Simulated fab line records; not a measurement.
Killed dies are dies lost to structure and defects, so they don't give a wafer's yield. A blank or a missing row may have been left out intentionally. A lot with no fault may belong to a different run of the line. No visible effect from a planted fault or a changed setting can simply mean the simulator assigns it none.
fab line records	flow n5_finfet
[record] lots = 6	wafers = 18	last_day = 17
route steps=1938 shown FIN_SAQP@90
lots with no fault: from the same line, run without faults
start_h: hours from the record's opening day to when the first of the lot's shown wafers began	wait_h: hours from the lot's prior step to this one	" identical to the entry in the row above	L1.1+2: several wafers, shown together as one row	- no value present, or no start provided	* or withheld: withheld	< > ~ a bound
route shown NAME@n: NAME is a module with steps in the file, n the number in the route of the first one	usual: mean/standard deviation taken from wafers without a fault	same: alike in all rows	chamber/n: place in a boat	sites: the reading at each site	_std_site: standard deviation of those values	_edge_site: mean of outer sites minus mean of inner sites	radius_mm: for every site, how far away it sits from the centre of the wafer	mask NAME#n: copy n	behind: the last tool/chamber to shape the wafer	hold: why the lot went on hold/how many hours it stayed there/how the hold came to an end	device: names the non-switching transistor (n, p or np)	end of line: tests of these same wafers at the route's end	for a step that has no rows: nothing shown but its recipe	killed: dies lost to structure and defects at the first sort, not the wafer's yield	map: a wafer's dies, marking killed ones x, the rest . and places with no die _
set.NAME: setting as actually run; set.NAME@STEP: the setting as run at that earlier step	model.NAME: the simulator's own value behind a step, which no gauge read
lots at some steps of the route; a table a step, a row a wafer
services: a tool's chamber out of use, with start hour (start_h, from the record's first day; less than 0 if before it), hours out, and reason
[[steps]]
[step N5_FIN_SAQP_PRECLEAN_42]
[recipe] chemistry = O3/DIW	time_s = 60	temp_c = 22	o3_ppm = 10
[step N5_FIN_SAQP_PRECLEAN_00]
[recipe] chemistry = SC1	time_s = 60	temp_c = 55	mix = 1:2:50
[step N5_FIN_SAQP_PRECLEAN_44]
[recipe] chemistry = SC2	time_s = 45	temp_c = 35	mix = 1:1:50
[step N5_FIN_SAQP_SRD_01]
[recipe] dry = ipa_marangoni	time_s = 30	temp_c = 23	rinse_liquid = diw
[step N5_FIN_SAQP_ALD_61]
[recipe] material = SiO2	target_thk_a = 40	temp_c = 300	ald_precursor_family = BDEAS	ald_co_reactant = O2-plasma	pulse_time_s = 1	purge_time_s = 2	co_reactant_purge_time_s = 2	ald_cycles = 43	pressure_torr = 2
[step N5_FIN_SAQP_DENSIFY_62]
[recipe] temp_c = 700	time_s = 60	ambient = N2	idle_temp_c = 600	ramp_up_c_per_s = 150	ramp_down_c_per_s = 60	cool_to_c = 600
[step N5_FIN_SAQP_HM_DEP_03]
[recipe] material = SiNx	target_thk_a = 380	temp_c = 400	precursor = SiH4/NH3/N2	pressure_torr = 1.5	rf_w = 300	time_s = 33.6
[usual] heater_power_w = 770/79	showerhead_plenum_p_Torr = 5.16/0.095	throttle_valve_pct = 39.1/1.9
lot.wafer	tool	chamber	start_h	wait_h	heater_power_w	showerhead_plenum_p_Torr	throttle_valve_pct
L504.3	pecvd-02	1	41.19	0.1	676	5.05	39.0
L504.5	"	0	"	"	730	5.05	38.4
L504.6	"	2	"	"	731	5.11	40.5
L511.1	pecvd-02	0	81.16	0.3	774	5.05	38.7
L511.4	"	2	"	"	784	5.09	40.4
L511.5	"	1	"	"	692	5.07	38.8
L513.2	pecvd-03	1	93.96	0.2	712	5.20	38.3
L513.4	"	1	"	"	711	5.19	38.7
L513.6	"	0	"	"	856	5.27	37.4
L514.2	pecvd-03	0	98.63	0.2	945	5.27	37.5
L514.3	"	2	"	"	785	5.30	37.6
L514.4	"	0	"	"	929	5.28	37.6
L517.1	pecvd-02	2	116.97	0.2	679	5.10	40.4
L517.4	"	2	"	"	683	5.09	40.3
L517.6	"	0	"	"	768	5.05	38.4
L520.1	pecvd-03	0	135.12	0.2	968	5.25	37.8
L520.2	"	2	"	"	781	5.29	38.0
L520.5	"	1	"	"	772	5.20	38.7
[step N5_FIN_SAQP_THK_MEAS_05]
[usual] thk_nm = 38.1/0.59
lot.wafer	tool	chamber	start_h	wait_h	thk_nm
L504.3	film_metro-02	-	41.28	0.1	37.7
L504.5	"	-	"	"	37.9
L504.6	"	-	"	"	38.5
L511.1	film_metro-01	-	81.25	0.1	37.1
L511.4	"	-	"	"	38.4
L511.5	"	-	"	"	38.5
L513.2	film_metro-01	-	94.05	0.1	37.6
L513.4	"	-	"	"	37.9
L513.6	"	-	"	"	38.8
L514.2	film_metro-01	-	98.75	0.1	38.5
L514.3	"	-	"	"	37.6
L514.4	"	-	"	"	38.9
L517.1	film_metro-02	-	117.08	0.1	38.6
L517.4	"	-	"	"	39.1
L517.6	"	-	"	"	38.9
L520.1	film_metro-01	-	135.20	0.1	39.0
L520.2	"	-	"	"	38.7
L520.5	"	-	"	"	39.2
[step N5_FIN_SAQP_PECVD_47]
[recipe] material = a-Si	target_thk_a = 450	temp_c = 400	precursor = SiH4/He	pressure_torr = 3	rf_w = 100	time_s = 36.3
[usual] heater_power_w = 853/95	showerhead_plenum_p_Torr = 5.70/0.065	throttle_valve_pct = 17.8/1.1
lot.wafer	tool	chamber	start_h	wait_h	heater_power_w	showerhead_plenum_p_Torr	throttle_valve_pct
L504.3	pecvd-03	0	41.34	0.1	1026	5.75	17.2
L504.5	"	0	"	"	1042	5.76	16.8
L504.6	"	1	"	"	729	5.70	17.5
L511.1	pecvd-03	2	81.29	0.0	802	5.77	17.1
L511.4	"	2	"	"	791	5.79	17.2
L511.5	"	0	"	"	991	5.75	17.1
L513.2	pecvd-01	2	94.09	0.0	823	5.80	16.9
L513.4	"	0	"	"	786	5.66	18.1
L513.6	"	1	"	"	980	5.74	21.0
L514.2	pecvd-01	1	98.78	0.0	934	5.70	20.4
L514.3	"	2	"	"	822	5.80	17.0
L514.4	"	2	"	"	845	5.78	16.7
L517.1	pecvd-01	1	117.12	0.0	1011	5.75	20.9
L517.4	"	2	"	"	917	5.79	17.1
L517.6	"	0	"	"	785	5.67	18.1
L520.1	pecvd-02	1	135.24	0.0	651	5.61	17.7
L520.2	"	0	"	"	884	5.60	17.5
L520.5	"	0	"	"	932	5.61	17.5
[step N5_FIN_SAQP_PECVD_48]
[recipe] material = SiNx	target_thk_a = 250	temp_c = 400	precursor = SiH4/NH3/N2	pressure_torr = 1.5	rf_w = 300	time_s = 22.1
[step N5_FIN_SAQP_PECVD_06]
[recipe] material = a-Si	target_thk_a = 600	temp_c = 400	precursor = SiH4/He	pressure_torr = 3	rf_w = 100	time_s = 48.1
[step N5_FIN_SAQP_THK_MEAS_07]
[usual] thk_nm = 60.1/0.73
lot.wafer	tool	chamber	start_h	wait_h	thk_nm
L504.3	film_metro-01	-	41.56	0.1	59.9
L504.5	"	-	"	"	59.2
L504.6	"	-	"	"	60.6
L511.1	film_metro-02	-	81.46	0.1	59.8
L511.4	"	-	"	"	61.3
L511.5	"	-	"	"	61.2
L513.2	film_metro-02	-	94.26	0.1	59.1
L513.4	"	-	"	"	60.1
L513.6	"	-	"	"	61.7
L514.2	film_metro-01	-	98.95	0.1	60.2
L514.3	"	-	"	"	60.1
L514.4	"	-	"	"	60.1
L517.1	film_metro-01	-	117.29	0.1	60.7
L517.4	"	-	"	"	59.9
L517.6	"	-	"	"	60.2
L520.1	film_metro-01	-	135.41	0.1	60.0
L520.2	"	-	"	"	59.3
L520.5	"	-	"	"	60.0
[step N5_FIN_SAQP_HM_DEP_72]
[recipe] material = SiO2	target_thk_a = 120	temp_c = 400	precursor = SiH4/N2O	pressure_torr = 0.75	rf_w = 275	time_s = 7.2
[usual] heater_power_w = 775/88	showerhead_plenum_p_Torr = 8.21/0.19
lot.wafer	tool	chamber	start_h	wait_h	heater_power_w	showerhead_plenum_p_Torr	model.SiO2_of_FIN_SAQP_HM_DEP_72.thk_nm
L504.3	pecvd-02	2	41.59	0.0	698	8.06	12.14
L504.5	"	0	"	"	735	7.96	12.03
L504.6	"	2	"	"	718	8.06	12.4
L511.1	pecvd-01	0	81.49	0.0	670	8.11	11.78
L511.4	"	0	"	"	653	8.13	11.92
L511.5	"	1	"	"	878	8.29	11.81
L513.2	pecvd-02	0	94.29	0.0	800	7.97	11.89
L513.4	"	2	"	"	785	8.05	8.269
L513.6	"	1	"	"	612	7.98	12.08
L514.2	pecvd-02	0	98.99	0.0	860	7.97	11.86
L514.3	"	1	"	"	647	7.96	8.061
L514.4	"	2	"	"	716	8.04	8.56
L517.1	pecvd-03	2	117.33	0.0	822	8.44	12.06
L517.4	"	1	"	"	765	8.26	12.04
L517.6	"	0	"	"	853	8.38	12.19
L520.1	pecvd-01	0	135.45	0.0	711	8.14	12.06
L520.2	"	2	"	"	765	8.51	11.91
L520.5	"	2	"	"	780	8.51	12.33
[step N5_FIN_SAQP_COAT_49]
[recipe] resist = SOC	temp_c = 250	time_s = 60	spin_rpm = 1500	resist_thk_nm = 100
[step N5_FIN_SAQP_COAT_50]
[recipe] resist = SiARC	temp_c = 220	time_s = 60	spin_rpm = 1500	resist_thk_nm = 35
[step N5_FIN_SAQP_COAT_10]
[recipe] resist = CAR-ArF	spin_rpm = 1500	resist_thk_nm = 90
[step N5_FIN_SAQP_EBR_12]
[recipe] solvent = PGMEA	ebr_width_mm = 1.5
[step N5_FIN_SAQP_SOFTBAKE_11]
[recipe] temp_c = 110	time_s = 60	resist = CAR-ArF
[step N5_FIN_SAQP_EXPOSE_13]
[recipe] mask_id = FIN_CORE	na = 1.35	source_shape = dipole	sigma_inner = 0.538	sigma_outer = 0.738	polarization = te	target_cd_nm = 35.6	dose_mj = 63.25
[step N5_FIN_SAQP_PEB_14]
[recipe] peb_temp_c = withheld	peb_time_s = 60	resist = CAR-ArF
[step N5_FIN_SAQP_DEVELOP_15]
[recipe] develop_time_s = 30	developer = TMAH	resist = CAR-ArF	dev_temp_c = 23	rinse_liquid = diw	dry = air_spin
[step N5_FIN_SAQP_CD_MEAS_16]
[recipe] target_cd_nm = 35.6	landing_energy_ev = 500	detector = se_inlens
[usual] cd_nm = 35.63/0.29
lot.wafer	tool	chamber	start_h	wait_h	cd_nm
L504.3	cd_sem-02	0	42.04	-	35.16
L504.5	"	0	"	"	35.25
L504.6	"	0	"	"	35.24
L511.1	cd_sem-02	0	81.82	-	36.05
L511.4	"	0	"	"	35.40
L511.5	"	0	"	"	35.52
L513.2	cd_sem-01	0	94.74	-	36.20
L513.4	"	0	"	"	36.04
L513.6	"	0	"	"	35.81
L514.2	cd_sem-03	0	99.44	-	35.70
L514.3	"	0	"	"	35.95
L514.4	"	0	"	"	35.79
L517.1	cd_sem-02	0	117.77	-	35.40
L517.4	"	0	"	"	35.37
L517.6	"	0	"	"	35.49
L520.1	cd_sem-01	0	135.89	-	35.87
L520.2	"	0	"	"	35.93
L520.5	"	0	"	"	35.70
[step N5_FIN_SAQP_OVL_MEAS_17]
[recipe] points_per_wafer = 44
[usual] FIN_CORE_OVL = -0.4/0.93
lot.wafer	tool	chamber	start_h	wait_h	FIN_CORE_OVL[nm]
L504.3	overlay-01	0	42.08	0.0	0.0
L504.5	"	0	"	"	-0.3
L504.6	"	0	"	"	-1.0
L511.1	overlay-02	0	81.86	0.0	0.2
L511.4	"	0	"	"	-0.8
L511.5	"	0	"	"	-1.2
L513.2	overlay-01	0	94.78	0.0	0.5
L513.4	"	0	"	"	-0.3
L513.6	"	0	"	"	0.7
L514.2	overlay-02	0	99.48	0.0	-0.3
L514.3	"	0	"	"	-0.8
L514.4	"	0	"	"	-0.2
L517.1	overlay-02	0	117.81	0.0	-0.1
L517.4	"	0	"	"	0.6
L517.6	"	0	"	"	-0.5
L520.1	overlay-01	0	135.93	0.0	-0.6
L520.2	"	0	"	"	-0.1
L520.5	"	0	"	"	-0.1
[step N5_FIN_SAQP_INSPECT_18]
[recipe] mode = adi	inspect_instrument = brightfield
[usual] raw_defect_count = 364/100
lot.wafer	tool	chamber	start_h	wait_h	raw_defect_count
L504.3	defect_inspect-02	-	42.10	0.0	333
L504.5	"	-	"	"	328
L504.6	"	-	"	"	570
L511.1	defect_inspect-01	-	81.88	0.0	364
L511.4	"	-	"	"	342
L511.5	"	-	"	"	244
L513.2	defect_inspect-02	-	94.81	0.0	519
L513.4	"	-	"	"	293
L513.6	"	-	"	"	375
L514.2	defect_inspect-02	-	99.50	0.0	319
L514.3	"	-	"	"	448
L514.4	"	-	"	"	428
L517.1	defect_inspect-02	-	117.84	0.0	384
L517.4	"	-	"	"	331
L517.6	"	-	"	"	473
L520.1	defect_inspect-02	-	135.96	0.0	459
L520.2	"	-	"	"	418
L520.5	"	-	"	"	334
[step N5_FIN_SAQP_DESCUM_21]
[recipe] chemistry = O2	time_s = 7.9	source_power_w = 50	bias_power_w = 20	pressure_mtorr = 20	rf_frequency_hz = 2.712e+07	temp_c = 40	resist = CAR-ArF	o2_flow_sccm = 225
[usual] chamber_pressure_mTorr = 19.999/0.018	drypump_motor_current_A = 5.9/0.52	oes_product_au = 0.81/0.094	rf_vpp_V = 242.6/1	showerhead_plenum_p_Torr = 2.06/0.038	throttle_valve_pct = 20.36/0.24
lot.wafer	tool	chamber	start_h	wait_h	chamber_pressure_mTorr	drypump_motor_current_A	oes_product_au	rf_hours_counter_h	rf_vpp_V	showerhead_plenum_p_Torr	throttle_valve_pct
L504.3	rie_diel-02	2	42.14	0.0	19.994	6.2	0.85	42	241.9	2.05	20.37
L504.5	"	2	"	"	20.006	6.2	0.85	-	243.5	2.05	20.37
L504.6	"	3	"	"	19.995	5.9	0.73	-	243.1	2.08	20.51
L511.1	rie_diel-02	0	81.92	0.0	19.984	5.1	0.95	16	243.0	2.07	20.34
L511.4	"	0	"	"	20.017	5.0	0.94	-	244.4	2.07	20.34
L511.5	"	3	"	"	20.044	6.0	0.72	-	243.1	2.07	20.53
L513.2	rie_diel-02	3	94.84	0.0	19.995	6.0	0.71	189	243.2	2.07	20.53
L513.4	"	2	"	"	20.017	6.3	0.82	62	242.2	2.05	20.41
L513.6	"	1	"	"	19.993	5.5	0.96	-	242.9	2.06	19.85
L514.2	rie_diel-06	1	99.76	0.3	19.966	5.9	0.70	232	241.2	1.98	20.38
L514.3	"	0	"	"	19.982	4.9	0.72	182	239.9	1.99	20.82
L514.4	"	0	"	"	20.000	4.9	0.72	-	239.8	1.99	20.84
L517.1	rie_diel-02	0	117.87	0.0	20.015	5.1	0.90	31	244.3	2.07	20.37
L517.4	"	1	"	"	20.023	5.5	0.92	10	242.6	2.05	19.86
L517.6	"	2	"	"	20.013	6.3	0.81	-	244.2	2.04	20.44
L520.1	rie_diel-02	1	135.99	0.0	19.975	5.5	0.89	19	243.3	2.05	19.90
L520.2	"	3	"	"	19.973	5.9	0.70	205	244.0	2.07	20.57
L520.5	"	3	"	"	20.004	5.9	0.70	-	243.6	2.07	20.56
[step N5_FIN_SAQP_ETCH_51]
[recipe] chemistry = CF4	target = SiARC	target_depth_a = 455	mask_material = CAR-ArF	time_s = 75.8	ion_energy_ev = 80	pressure_mtorr = 40	source_w = 545	bias_w = 36	Ar_flow_sccm = 100	cf4_flow_sccm = 100	ends = cleared
[usual] chamber_pressure_mTorr = 40.00/0.036	drypump_motor_current_A = 5.9/0.52	etch_rf_on_time_s = 75.1/1.8	oes_product_au = 0.70/0.082	rf_vpp_V = 183.6/0.92	showerhead_plenum_p_Torr = 2.11/0.036	throttle_valve_pct = 15.53/0.26
lot.wafer	tool	chamber	start_h	wait_h	chamber_pressure_mTorr	drypump_motor_current_A	etch_rf_on_time_s	oes_product_au	rf_hours_counter_h	rf_vpp_V	showerhead_plenum_p_Torr	throttle_valve_pct
L504.3	rie_diel-02	2	42.17	0.0	40.01	6.3	74.3	0.73	42	183.2	2.10	15.56
L504.5	"	2	"	"	40.02	6.2	73.8	0.74	-	183.3	2.10	15.54
L504.6	"	3	"	"	40.03	5.9	74.5	0.64	-	183.1	2.14	15.79
L511.1	rie_diel-02	0	81.95	0.0	39.99	5.1	74.1	0.81	16	184.3	2.10	15.29
L511.4	"	0	"	"	39.95	5.1	74.5	0.80	-	182.8	2.10	15.29
L511.5	"	3	"	"	39.99	5.9	74.8	0.62	-	184.4	2.14	15.83
L513.2	rie_diel-02	3	94.88	0.0	39.98	5.9	74.0	0.62	189	184.0	2.14	15.83
L513.4	"	2	"	"	40.02	6.2	74.0	0.71	62	183.0	2.10	15.58
L513.6	"	1	"	"	40.01	5.5	75.1	0.83	-	182.8	2.11	15.05
L514.2	rie_diel-06	1	99.80	0.0	39.99	5.9	76.1	0.59	232	183.3	2.03	15.63
L514.3	"	0	"	"	39.98	4.9	73.8	0.63	182	182.7	2.04	15.96
L514.4	"	0	"	"	40.01	4.9	74.0	0.63	-	182.6	2.04	15.98
L517.1	rie_diel-02	0	117.91	0.0	40.06	5.1	73.7	0.78	31	183.2	2.10	15.33
L517.4	"	1	"	"	40.05	5.5	75.0	0.79	10	182.7	2.11	15.07
L517.6	"	2	"	"	39.97	6.2	73.8	0.71	-	183.9	2.09	15.60
L520.1	rie_diel-02	1	136.05	0.0	39.97	5.5	74.4	0.78	19	184.0	2.10	15.09
L520.2	"	3	"	"	40.01	5.9	73.7	0.61	205	183.9	2.13	15.86
L520.5	"	3	"	"	40.01	5.9	73.9	0.61	-	183.5	2.13	15.85
[step N5_FIN_SAQP_ETCH_52]
[recipe] chemistry = N2/H2	target = SOC	target_depth_a = 1000	overetch_a = 200	mask_material = SiARC	temp_c = 40	time_s = 150	ion_energy_ev = 200	pressure_mtorr = 30	source_w = 840	bias_w = 150	n2_flow_sccm = 200	h2_flow_sccm = 200	ends = end_point
[usual] chamber_pressure_mTorr = 29.999/0.027	drypump_motor_current_A = 5.9/0.52	oes_product_au = 0.72/0.08	rf_vpp_V = 522.5/1.4	showerhead_plenum_p_Torr = 2.50/0.048	throttle_valve_pct = 17.8/0.31
lot.wafer	tool	chamber	start_h	wait_h	chamber_pressure_mTorr	drypump_motor_current_A	oes_product_au	rf_hours_counter_h	rf_vpp_V	showerhead_plenum_p_Torr	throttle_valve_pct
L504.3	rie_diel-02	2	42.23	0.0	29.991	6.3	0.76	42	523.2	2.49	17.8
L504.5	"	2	"	"	30.009	6.3	0.76	-	522.8	2.49	17.8
L504.6	"	3	"	"	30.033	5.9	0.66	-	525.6	2.54	18.1
L511.1	rie_diel-02	0	82.01	0.0	30.076	5.1	0.83	16	523.1	2.51	17.8
L511.4	"	0	"	"	29.958	5.0	0.83	-	522.7	2.51	17.8
L511.5	"	3	"	"	29.960	6.0	0.65	-	523.8	2.54	18.1
L513.2	rie_diel-02	3	94.93	0.0	29.978	6.0	0.65	189	523.1	2.53	18.1
L513.4	"	2	"	"	30.005	6.2	0.73	62	521.8	2.48	17.8
L513.6	"	1	"	"	30.046	5.5	0.86	-	522.3	2.49	17.2
L514.2	rie_diel-06	1	99.86	0.0	29.946	5.9	0.62	232	519.6	2.39	17.6
L514.3	"	0	"	"	30.004	4.9	0.66	182	521.5	2.43	18.3
L514.4	"	0	"	"	30.034	4.9	0.65	-	520.1	2.43	18.3
L517.1	rie_diel-02	0	117.96	0.0	30.003	5.0	0.80	31	522.7	2.51	17.8
L517.4	"	1	"	"	30.024	5.5	0.83	10	525.0	2.49	17.2
L517.6	"	2	"	"	30.072	6.2	0.72	-	522.6	2.48	17.8
L520.1	rie_diel-02	1	136.13	0.1	29.964	5.5	0.81	19	521.3	2.48	17.2
L520.2	"	3	"	"	30.016	6.0	0.63	205	523.4	2.53	18.1
L520.5	"	3	"	"	30.006	6.0	0.64	-	522.4	2.53	18.1
[step N5_FIN_SAQP_STRIP_53]
[recipe] chemistry = N2/H2	temp_c = 40	n2_flow_sccm = 200	h2_flow_sccm = 200	rf_frequency_hz = 6e+07
[step N5_FIN_SAQP_HM_OPEN_73]
[recipe] chemistry = CHF3/O2	target = SiO2	stop_on = a-Si	target_depth_a = 120	over_etch_frac = 1.8	mask_material = SOC	time_s = 16.8	pressure_mtorr = 30	source_w = 650	bias_w = 170	Ar_flow_sccm = 200	CHF3_flow_sccm = 50	O2_flow_sccm = 5	ion_energy_ev = 200	ends = end_point
[usual] chamber_pressure_mTorr = 30.000/0.029	drypump_motor_current_A = 5.9/0.52	oes_product_au = 0.48/0.054	rf_vpp_V = 520/9.7	showerhead_plenum_p_Torr = 2.37/0.039	throttle_valve_pct = 18.75/0.24
lot.wafer	tool	chamber	start_h	wait_h	chamber_pressure_mTorr	drypump_motor_current_A	oes_product_au	rf_hours_counter_h	rf_vpp_V	showerhead_plenum_p_Torr	throttle_valve_pct	model.etch.depth_nm
L504.3	rie_diel-02	2	42.33	0.0	30.029	6.2	0.52	42	508	2.37	18.82	12.14
L504.5	"	2	"	"	30.005	6.2	0.51	-	507	2.37	18.81	12.03
L504.6	"	3	"	"	30.037	6.0	0.45	-	531	2.41	18.97	12.4
L511.1	rie_diel-02	0	82.11	0.0	29.976	5.1	0.55	16	524	2.36	18.53	11.78
L511.4	"	0	"	"	30.021	5.1	0.56	-	521	2.36	18.54	11.92
L511.5	"	3	"	"	29.994	6.0	0.43	-	531	2.40	19.00	11.81
L513.2	rie_diel-02	3	95.04	0.0	30.031	5.9	0.44	189	532	2.40	19.00	11.89
L513.4	"	2	"	"	30.001	6.2	0.44	62	506	2.36	18.86	8.269
L513.6	"	1	"	"	29.997	5.5	0.59	-	518	2.37	18.28	12.08
L514.2	rie_diel-06	1	99.96	0.0	29.993	5.9	0.42	232	513	2.29	18.78	11.86
L514.3	"	0	"	"	30.004	4.9	0.39	182	513	2.30	19.18	8.061
L514.4	"	0	"	"	30.063	4.9	0.39	-	511	2.30	19.19	8.56
L517.1	rie_diel-02	0	118.07	0.0	29.948	5.0	0.54	31	523	2.36	18.57	12.06
L517.4	"	1	"	"	29.986	5.5	0.55	10	517	2.37	18.30	12.04
L517.6	"	2	"	"	30.004	6.2	0.49	-	507	2.36	18.86	12.19
L520.1	rie_diel-02	1	136.29	0.0	29.975	5.5	0.55	19	516	2.37	18.30	12.06
L520.2	"	3	"	"	29.954	6.0	0.42	206	530	2.39	19.03	11.91
L520.5	"	3	"	"	29.986	6.0	0.44	-	532	2.39	19.05	12.33
[step N5_FIN_SAQP_STRIP_74]
[recipe] chemistry = CHF3/O2	resist = SiARC	rf_frequency_hz = 6e+07
[[services]]
tool	chamber	start_h	hours	kind
rie_diel-02	1	19.15	8.3	repair
pecvd-03	2	21.12	-	clean
pecvd-03	2	21.12	-	consumable_replace:showerhead
pecvd-03	2	21.12	29.0	scheduled_down
pecvd-03	2	21.12	29.0	vent_cycle
pecvd-01	-	25.07	28.1	pm
rie_diel-02	2	28.12	8.7	repair
rie_diel-02	3	37.87	1.7	repair
pecvd-02	2	54.18	2.1	scheduled_down
rie_diel-06	3	55.70	20.6	repair
pecvd-02	1	72.95	5.0	scheduled_down
rie_diel-02	1	74.76	-	clean
rie_diel-02	1	74.76	-	consumable_replace:focus_ring
rie_diel-02	1	74.76	16.1	scheduled_down
rie_diel-02	1	74.76	16.1	vent_cycle
rie_diel-06	2	89.66	4.8	repair
pecvd-03	1	98.58	5.5	scheduled_down
pecvd-01	2	103.91	1.8	repair
pecvd-01	0	104.24	2.1	scheduled_down
pecvd-01	1	108.98	5.5	scheduled_down
pecvd-02	1	115.72	5.5	scheduled_down
rie_diel-02	0	126.72	16.1	repair
[[key]]
first_sign none at tools or gauges
[model_effect] step = N5_FIN_SAQP_HM_DEP_72	value = SiO2_of_FIN_SAQP_HM_DEP_72.thk_nm	without = 11.98	struck = 8.297
[model_effect] step = N5_FIN_SAQP_HM_OPEN_73	value = etch.depth_nm	without = 11.98	struck = 8.297
met_at N5_FIN_SAQP_HM_DEP_72
struck_wafers L513.4,L514.3,L514.4
tester_left_out L513,L514
onset_between 41.59 94.29
[fault] kind = process_parameter_drift	tool = pecvd-02	chamber = -	onset_h = 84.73	steps = N5_FIN_SAQP_HM_DEP_72	channel = time_s	offset = *	shape = step	end_h = 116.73	scope = struck_wafers_only	acts_in = *	stated = *
// tester_left_out: of these lots the tester's yield and bins aren't shown, on N5 and GAA mostly nor the transistor test; their killed dies are dies lost to structure and defects alone, not to doping, threshold or leakage, so they don't give the yield
